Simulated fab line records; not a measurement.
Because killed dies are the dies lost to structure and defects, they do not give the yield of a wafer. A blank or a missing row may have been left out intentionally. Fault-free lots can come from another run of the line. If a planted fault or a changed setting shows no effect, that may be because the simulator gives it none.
Which tool was responsible? || flow nand harc || Sampling: 12 lots, 36 wafers, 5 of 1159 route steps

WHAT THE GAUGES READ, wafer by wafer
NHARC_END_SORT_01. Usual: killed at array 25, standard deviation 9.2; killed at other 0.8, standard deviation 1.2; killed at periphery 3.9, standard deviation 2.6; killed dies 30, standard deviation 9.7; killed open 3.4, standard deviation 1.9; killed short 2.0, standard deviation 1.4.
{"lot": "L463", "measured": "day 20 03:15", "on": "prober-01", "killed at array": "20 15 21", "killed at other": "0 0 0", "killed at periphery": "7 3 7", "killed dies": "27 18 28", "killed open": "1 2 4", "killed short": "0 1 4", "flag": ""}
{"lot": "L464", "measured": "day 19 19:23", "on": "prober-02", "killed at array": "14 19 11", "killed at other": "0 0 0", "killed at periphery": "4 3 3", "killed dies": "18 22 14", "killed open": "1 2 1", "killed short": "0 3 0", "flag": ""}
{"lot": "L468", "measured": "day 20 11:01", "on": "prober-01", "killed at array": "20 12 24", "killed at other": "0 0 0", "killed at periphery": "1 5 2", "killed dies": "21 17 26", "killed open": "3 4 3", "killed short": "3 2 1", "flag": ""}
{"lot": "L471", "measured": "day 21 03:17", "on": "prober-01", "killed at array": "29 32 38", "killed at other": "0 0 0", "killed at periphery": "5 6 6", "killed dies": "34 38 44", "killed open": "1 5 6", "killed short": "5 3 5", "flag": ""}
{"lot": "L469", "measured": "day 21 12:40", "on": "prober-01", "killed at array": "13 15 8", "killed at other": "0 0 0", "killed at periphery": "10 10 9", "killed dies": "23 25 17", "killed open": "3 4 1", "killed short": "0 0 1", "flag": ""}
{"lot": "L475", "measured": "day 22 12:47", "on": "prober-01", "killed at array": "674 671 669", "killed at other": "0 0 1", "killed at periphery": "3 6 7", "killed dies": "677 677 677", "killed open": "5 2 3", "killed short": "1 2 3", "flag": "OFF"}
{"lot": "L474", "measured": "day 22 15:07", "on": "prober-02", "killed at array": "674 673 674", "killed at other": "2 2 1", "killed at periphery": "1 2 2", "killed dies": "677 677 677", "killed open": "4 4 2", "killed short": "2 5 1", "flag": "OFF"}
{"lot": "L478", "measured": "day 23 08:08", "on": "prober-02", "killed at array": "671 670 676", "killed at other": "2 3 0", "killed at periphery": "4 4 1", "killed dies": "677 677 677", "killed open": "5 2 5", "killed short": "2 1 1", "flag": "OFF"}
{"lot": "L479", "measured": "day 23 09:42", "on": "prober-01", "killed at array": "27 31 25", "killed at other": "0 1 2", "killed at periphery": "7 7 4", "killed dies": "34 39 31", "killed open": "2 2 3", "killed short": "2 4 1", "flag": ""}
{"lot": "L486", "measured": "day 25 15:38", "on": "prober-02", "killed at array": "17 27 12", "killed at other": "3 1 0", "killed at periphery": "6 2 1", "killed dies": "26 30 13", "killed open": "5 9 2", "killed short": "1 1 2", "flag": ""}

TOOL THAT RAN EACH LOT (tool first, then ch and the chambers of the sampled wafers, then the start)
{"lot": "L463", "NHARC_A_CONTACT_ETCH_88": "rie diel-01 ch 0,1,2, day 17 03:28", "NHARC_A_CONTACT_ETCH_136": "har cap etch-01 ch 0,1, day 17 04:41", "NHARC_A_CONTACT_STRIP_26": "rie diel-01 ch 0,1,2, day 17 06:42 or earlier", "NHARC_A_CONTACT_ALD_18": "ald metal-02 ch 0,2, day 17 06:42"}
{"lot": "L464", "NHARC_A_CONTACT_ETCH_88": "rie diel-01 ch 1,3, day 17 11:09", "NHARC_A_CONTACT_ETCH_136": "har cap etch-03 ch 0,1, day 17 12:32", "NHARC_A_CONTACT_STRIP_26": "rie diel-01 ch 2,3, day 17 14:32 or earlier", "NHARC_A_CONTACT_ALD_18": "ald metal-04 ch 1,2,3, day 17 14:32"}
{"lot": "L468", "NHARC_A_CONTACT_ETCH_88": "rie diel-01 ch 0,1,3, day 18 06:57", "NHARC_A_CONTACT_ETCH_136": "har cap etch-01 ch 0,1, day 18 08:10", "NHARC_A_CONTACT_STRIP_26": "rie diel-01 ch 0,1,3, day 18 10:07 or earlier", "NHARC_A_CONTACT_ALD_18": "ald metal-02 ch 0,1,2, day 18 10:07"}
{"lot": "L471", "NHARC_A_CONTACT_ETCH_88": "rie diel-01 ch 2,3, day 18 23:54", "NHARC_A_CONTACT_ETCH_136": "har cap etch-03 ch 0,1, day 19 01:09", "NHARC_A_CONTACT_STRIP_26": "rie diel-13 ch 1,2,3, day 19 03:08 or earlier", "NHARC_A_CONTACT_ALD_18": "ald metal-01 ch 1,2,3, day 19 03:08"}
{"lot": "L469", "NHARC_A_CONTACT_ETCH_88": "rie diel-01 ch 0,1,2, day 19 05:50", "NHARC_A_CONTACT_ETCH_136": "har cap etch-02 ch 0,1, day 19 07:05", "NHARC_A_CONTACT_STRIP_26": "rie diel-13 ch 0,1,3, day 19 09:02 or earlier", "NHARC_A_CONTACT_ALD_18": "ald metal-01 ch 0,2,3, day 19 09:02"}
{"lot": "L472", "NHARC_A_CONTACT_ETCH_88": "rie diel-01 ch 2,3, day 19 10:06", "NHARC_A_CONTACT_ETCH_136": "har cap etch-03 ch 0, day 19 11:29", "NHARC_A_CONTACT_STRIP_26": "rie diel-04 ch 0,1,3, day 19 13:37 or earlier", "NHARC_A_CONTACT_ALD_18": "ald metal-02 ch 0,1,2, day 19 13:37"}
{"lot": "L475", "NHARC_A_CONTACT_ETCH_88": "rie diel-01 ch 1,2,3, day 20 03:35", "NHARC_A_CONTACT_ETCH_136": "har cap etch-02 ch 0,1, day 20 04:53", "NHARC_A_CONTACT_STRIP_26": "rie diel-13 ch 1,2,3, day 20 06:56 or earlier", "NHARC_A_CONTACT_ALD_18": "ald metal-04 ch 0,2,3, day 20 06:56"}
{"lot": "L474", "NHARC_A_CONTACT_ETCH_88": "rie diel-01 ch 1,2,3, day 20 09:16", "NHARC_A_CONTACT_ETCH_136": "har cap etch-03 ch 0,1, day 20 10:32", "NHARC_A_CONTACT_STRIP_26": "rie diel-13 ch 1,2,3, day 20 12:43 or earlier", "NHARC_A_CONTACT_ALD_18": "ald metal-01 ch 0,1,3, day 20 12:43"}
{"lot": "L478", "NHARC_A_CONTACT_ETCH_88": "rie diel-01 ch 2,3, day 20 13:05", "NHARC_A_CONTACT_ETCH_136": "har cap etch-03 ch 0,1, day 20 14:25", "NHARC_A_CONTACT_STRIP_26": "rie diel-01 ch 0,3, day 20 16:19 or earlier", "NHARC_A_CONTACT_ALD_18": "ald metal-02 ch 0,1, day 20 16:19"}
{"lot": "L479", "NHARC_A_CONTACT_ETCH_88": "rie diel-01 ch 0,1, day 20 18:44", "NHARC_A_CONTACT_ETCH_136": "har cap etch-03 ch 0,1, day 20 20:02", "NHARC_A_CONTACT_STRIP_26": "rie diel-04 ch 0,1,2, day 20 21:55 or earlier", "NHARC_A_CONTACT_ALD_18": "ald metal-02 ch 1,2, day 20 21:55"}
{"lot": "L485", "NHARC_A_CONTACT_ETCH_88": "rie diel-01 ch 0,2,3, day 21 21:25", "NHARC_A_CONTACT_ETCH_136": "har cap etch-01 ch 0,1, day 21 22:40", "NHARC_A_CONTACT_STRIP_26": "rie diel-01 ch 0,2,3, day 22 00:35 or earlier", "NHARC_A_CONTACT_ALD_18": "ald metal-02 ch 0,1,2, day 22 00:35"}
{"lot": "L486", "NHARC_A_CONTACT_ETCH_88": "rie diel-01 ch 0,2,3, day 23 04:13", "NHARC_A_CONTACT_ETCH_136": "har cap etch-02 ch 0,1, day 23 05:28", "NHARC_A_CONTACT_STRIP_26": "rie diel-01 ch 1,2,3, day 23 07:24 or earlier", "NHARC_A_CONTACT_ALD_18": "ald metal-02 ch 0,1,2, day 23 07:24"}
- NHARC_A_CONTACT_ETCH_88: etches the open film in CF4, target depth 39 nm, time 65 s.
- NHARC_A_CONTACT_ETCH_136: etches the open film in C4F8/O2/Ar, time 132 s, target depth 1287 nm.
- NHARC_A_CONTACT_STRIP_26: strips in O2.
- NHARC_A_CONTACT_ALD_18: deposits TiN, target thk 3 nm, pulse time 1 s, ald cycles 150.

AS READ BY THE TOOLS THEMSELVES (means over the sampled wafers that have a number; for cases with no such wafer, the mark the record gives instead)
NHARC_A_CONTACT_ETCH_88. Usual: drypump motor current A 5.6 A, standard deviation 0.49; oes product au 1.000 a.u., standard deviation 0.0084; rf vpp V 150.8 V, standard deviation 1.3; showerhead plenum p Torr 1.73 Torr, standard deviation 0.079; throttle valve pct 13.284 %, standard deviation 0.0094.
{"lot": "L463", "tool": "rie diel-01", "drypump motor current A (A)": 5.1, "oes product au (a.u.)": 0.994, "rf vpp V (V)": 151.1, "showerhead plenum p Torr (Torr)": 1.74, "throttle valve pct (%)": 13.283, "flag": ""}
{"lot": "L464", "tool": "rie diel-01", "drypump motor current A (A)": 5.4, "oes product au (a.u.)": 0.997, "rf vpp V (V)": 150.5, "showerhead plenum p Torr (Torr)": 1.69, "throttle valve pct (%)": 13.293, "flag": ""}
{"lot": "L468", "tool": "rie diel-01", "drypump motor current A (A)": 5.3, "oes product au (a.u.)": 0.999, "rf vpp V (V)": 150.5, "showerhead plenum p Torr (Torr)": 1.73, "throttle valve pct (%)": 13.281, "flag": ""}
{"lot": "L471", "tool": "rie diel-01", "drypump motor current A (A)": 5.5, "oes product au (a.u.)": 1.008, "rf vpp V (V)": 150.2, "showerhead plenum p Torr (Torr)": 1.67, "throttle valve pct (%)": 13.283, "flag": ""}
{"lot": "L469", "tool": "rie diel-01", "drypump motor current A (A)": 5.1, "oes product au (a.u.)": 1.001, "rf vpp V (V)": 150.2, "showerhead plenum p Torr (Torr)": 1.74, "throttle valve pct (%)": 13.292, "flag": ""}
{"lot": "L472", "tool": "rie diel-01", "drypump motor current A (A)": 5.5, "oes product au (a.u.)": 1.005, "rf vpp V (V)": 150.4, "showerhead plenum p Torr (Torr)": 1.67, "throttle valve pct (%)": 13.282, "flag": ""}
{"lot": "L475", "tool": "rie diel-01", "drypump motor current A (A)": 5.4, "oes product au (a.u.)": 0.998, "rf vpp V (V)": 149.6, "showerhead plenum p Torr (Torr)": 1.68, "throttle valve pct (%)": 13.296, "flag": ""}
{"lot": "L474", "tool": "rie diel-01", "drypump motor current A (A)": 5.4, "oes product au (a.u.)": 0.999, "rf vpp V (V)": 150.3, "showerhead plenum p Torr (Torr)": 1.68, "throttle valve pct (%)": 13.298, "flag": ""}
{"lot": "L478", "tool": "rie diel-01", "drypump motor current A (A)": 5.5, "oes product au (a.u.)": 1.001, "rf vpp V (V)": 149.9, "showerhead plenum p Torr (Torr)": 1.67, "throttle valve pct (%)": 13.275, "flag": ""}
{"lot": "L479", "tool": "rie diel-01", "drypump motor current A (A)": 4.9, "oes product au (a.u.)": 0.996, "rf vpp V (V)": 151.7, "showerhead plenum p Torr (Torr)": 1.79, "throttle valve pct (%)": 13.282, "flag": ""}
{"lot": "L485", "tool": "rie diel-01", "drypump motor current A (A)": 5.4, "oes product au (a.u.)": 0.995, "rf vpp V (V)": 150.2, "showerhead plenum p Torr (Torr)": 1.72, "throttle valve pct (%)": 13.280, "flag": ""}
{"lot": "L486", "tool": "rie diel-01", "drypump motor current A (A)": 5.3, "oes product au (a.u.)": 0.994, "rf vpp V (V)": 150.0, "showerhead plenum p Torr (Torr)": 1.72, "throttle valve pct (%)": 13.273, "flag": ""}

NHARC_A_CONTACT_STRIP_26. Usual: drypump motor current A 5.7 A, standard deviation 0.52; oes product au 1.001 a.u., standard deviation 0.0086; rf vpp V 57.5 V, standard deviation 0.94; showerhead plenum p Torr 3.47 Torr, standard deviation 0.17; throttle valve pct 17.036 %, standard deviation 0.0092.
{"lot": "L463", "tool": "rie diel-01", "drypump motor current A (A)": 5.1, "oes product au (a.u.)": 0.994, "rf vpp V (V)": 57.3, "showerhead plenum p Torr (Torr)": 3.47, "throttle valve pct (%)": 17.040, "flag": ""}
{"lot": "L464", "tool": "rie diel-01", "drypump motor current A (A)": 5.7, "oes product au (a.u.)": 1.002, "rf vpp V (V)": 58.1, "showerhead plenum p Torr (Torr)": 3.32, "throttle valve pct (%)": 17.034, "flag": ""}
{"lot": "L468", "tool": "rie diel-01", "drypump motor current A (A)": 5.3, "oes product au (a.u.)": 0.998, "rf vpp V (V)": 57.7, "showerhead plenum p Torr (Torr)": 3.46, "throttle valve pct (%)": 17.021, "flag": ""}
{"lot": "L471", "tool": "rie diel-13", "drypump motor current A (A)": 5.8, "oes product au (a.u.)": 0.998, "rf vpp V (V)": 57.6, "showerhead plenum p Torr (Torr)": 3.54, "throttle valve pct (%)": 17.043, "flag": ""}
{"lot": "L469", "tool": "rie diel-13", "drypump motor current A (A)": 5.7, "oes product au (a.u.)": 0.999, "rf vpp V (V)": 57.9, "showerhead plenum p Torr (Torr)": 3.51, "throttle valve pct (%)": 17.042, "flag": ""}
{"lot": "L472", "tool": "rie diel-04", "drypump motor current A (A)": 6.2, "oes product au (a.u.)": 1.007, "rf vpp V (V)": 56.5, "showerhead plenum p Torr (Torr)": 3.38, "throttle valve pct (%)": 17.034, "flag": ""}
{"lot": "L475", "tool": "rie diel-13", "drypump motor current A (A)": 5.8, "oes product au (a.u.)": 1.000, "rf vpp V (V)": 58.2, "showerhead plenum p Torr (Torr)": 3.54, "throttle valve pct (%)": 17.032, "flag": ""}
{"lot": "L474", "tool": "rie diel-13", "drypump motor current A (A)": 5.8, "oes product au (a.u.)": 0.995, "rf vpp V (V)": 57.5, "showerhead plenum p Torr (Torr)": 3.54, "throttle valve pct (%)": 17.038, "flag": ""}
{"lot": "L478", "tool": "rie diel-01", "drypump motor current A (A)": 5.6, "oes product au (a.u.)": 1.006, "rf vpp V (V)": 57.8, "showerhead plenum p Torr (Torr)": 3.43, "throttle valve pct (%)": 17.027, "flag": ""}
{"lot": "L479", "tool": "rie diel-04", "drypump motor current A (A)": 6.2, "oes product au (a.u.)": 1.010, "rf vpp V (V)": 56.7, "showerhead plenum p Torr (Torr)": 3.69, "throttle valve pct (%)": 17.043, "flag": ""}
{"lot": "L485", "tool": "rie diel-01", "drypump motor current A (A)": 5.4, "oes product au (a.u.)": 0.994, "rf vpp V (V)": 56.7, "showerhead plenum p Torr (Torr)": 3.43, "throttle valve pct (%)": 17.043, "flag": ""}
{"lot": "L486", "tool": "rie diel-01", "drypump motor current A (A)": 5.5, "oes product au (a.u.)": 0.993, "rf vpp V (V)": 56.9, "showerhead plenum p Torr (Torr)": 3.33, "throttle valve pct (%)": 17.037, "flag": ""}

NHARC_A_CONTACT_ALD_18. Usual: heater power outer w 725 W, standard deviation 82; heater power w 1122 W, standard deviation 130; precursor pulse height rel 1.000, standard deviation 0.021.
{"lot": "L463", "tool": "ald metal-02", "heater power outer w (W)": 708, "heater power w (W)": 1191, "precursor pulse height rel": 0.983, "flag": ""}
{"lot": "L464", "tool": "ald metal-04", "heater power outer w (W)": 695, "heater power w (W)": 1064, "precursor pulse height rel": 0.999, "flag": ""}
{"lot": "L468", "tool": "ald metal-02", "heater power outer w (W)": 738, "heater power w (W)": 1200, "precursor pulse height rel": 0.997, "flag": ""}
{"lot": "L471", "tool": "ald metal-01", "heater power outer w (W)": 749, "heater power w (W)": 1142, "precursor pulse height rel": 0.996, "flag": ""}
{"lot": "L469", "tool": "ald metal-01", "heater power outer w (W)": 702, "heater power w (W)": 1065, "precursor pulse height rel": 0.989, "flag": ""}
{"lot": "L472", "tool": "ald metal-02", "heater power outer w (W)": 740, "heater power w (W)": 1182, "precursor pulse height rel": 0.980, "flag": ""}
{"lot": "L475", "tool": "ald metal-04", "heater power outer w (W)": "-", "heater power w (W)": "-", "precursor pulse height rel": "-", "flag": "OFF"}
{"lot": "L474", "tool": "ald metal-01", "heater power outer w (W)": "-", "heater power w (W)": "-", "precursor pulse height rel": "-", "flag": "OFF"}
{"lot": "L478", "tool": "ald metal-02", "heater power outer w (W)": "-", "heater power w (W)": "-", "precursor pulse height rel": "-", "flag": "OFF"}
{"lot": "L479", "tool": "ald metal-02", "heater power outer w (W)": 797, "heater power w (W)": 1311, "precursor pulse height rel": 1.005, "flag": ""}
{"lot": "L485", "tool": "ald metal-02", "heater power outer w (W)": 732, "heater power w (W)": 1195, "precursor pulse height rel": 1.008, "flag": ""}
{"lot": "L486", "tool": "ald metal-02", "heater power outer w (W)": 748, "heater power w (W)": 1198, "precursor pulse height rel": 1.019, "flag": ""}

THE ANSWER, worked out from the rows above alone
Rule: take the mean of a lot's wafers that have a number; if it is more than 3 standard deviations from the usual mean, the lot is off. A lot without any number at a reading at which 4 lots or more have one is off too. All remaining lots with rows at the step are treated as sound. First the gauges in route order, then the tools' own readings, where a lot's mean is used as printed above. At the first step where some lot is off, the reading lying furthest off is the one used; lots without a number count as furthest.
Off, at NHARC_END_SORT_01 on killed at array: L475, L474, L478. Neither off nor sound, because the step has no rows for them: L472, L485.
A tool fits if, at a process step before that reading, it ran every lot that is off, and no sound lot after the first of them. The gauges at NHARC_END_SORT_01 aren't tried: what is off there is off at NHARC_A_CONTACT_ALD_18 too, on other tools, and a gauge's error can't cause that. With no start given for some of its lots, NHARC_A_CONTACT_STRIP_26 uses the hours and lot order of NHARC_A_CONTACT_ALD_18. None of those tried fits.

WHAT THE SIMULATOR HAD PUT IN
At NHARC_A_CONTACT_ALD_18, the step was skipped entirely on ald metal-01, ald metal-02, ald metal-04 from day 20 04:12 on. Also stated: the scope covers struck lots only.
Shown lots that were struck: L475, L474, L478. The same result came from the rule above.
